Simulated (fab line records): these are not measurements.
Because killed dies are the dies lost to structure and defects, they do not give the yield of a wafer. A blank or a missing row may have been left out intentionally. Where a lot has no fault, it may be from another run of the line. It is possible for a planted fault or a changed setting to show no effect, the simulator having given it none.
Chamber matching ; flow n5Finfet ; pecvd-01 running N5_BEOL_M0_SAQP_PECVD_00: 3 sister chambers
The step deposits SiCN from 3MS/NH3, target thk 8 nm, time 14 s. 3 wafers are shown with their chamber, then 10 later ones without.

WAFERS WITH THEIR CHAMBER
wafer;chamber;throttleValvePct (%)
L081.5;2;9.4
L083.1;1;9.6
L083.3;0;8.6

WAFERS WITHOUT THEIR CHAMBER
wafer;throttleValvePct (%)
L083.5;9.7
L086.1;9.8
L086.4;9.6
L086.5;8.7
L088.1;9.7
L088.2;9.3
L088.5;9.5
L094.1;8.4
L094.2;9.7
L094.4;8.8

WHICH CHAMBER EACH WENT THROUGH
wafer;from the rows above;in truth
L083.5;can't be placed: 1 or 2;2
L086.1;can't be placed: 1 or 2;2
L086.4;can't be placed: 1 or 2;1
L086.5;0;0
L088.1;can't be placed: 1 or 2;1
L088.2;can't be placed: 2 or 1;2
L088.5;can't be placed: 1 or 2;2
L094.1;0;0
L094.2;can't be placed: 1 or 2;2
L094.4;0;0
Correctly placed: 3 of 10. Can't be placed from these rows: 7 (the true chamber is among the candidates in 7). Number placed wrongly: 0.
How it was worked out, from the rows above alone: a wafer's distance from a chamber is the root of the sum, over the readings, of the square of ((its reading less the chamber's mean) divided by the reading's scatter). The wafer belongs to the nearest chamber; if the next one is less than 2 further off, it can't be placed. Each chamber's mean is taken over the wafers shown for it. The scatter: with one shown wafer a chamber, the root of the mean of the squares of how far each hidden wafer lies from its nearest shown one.
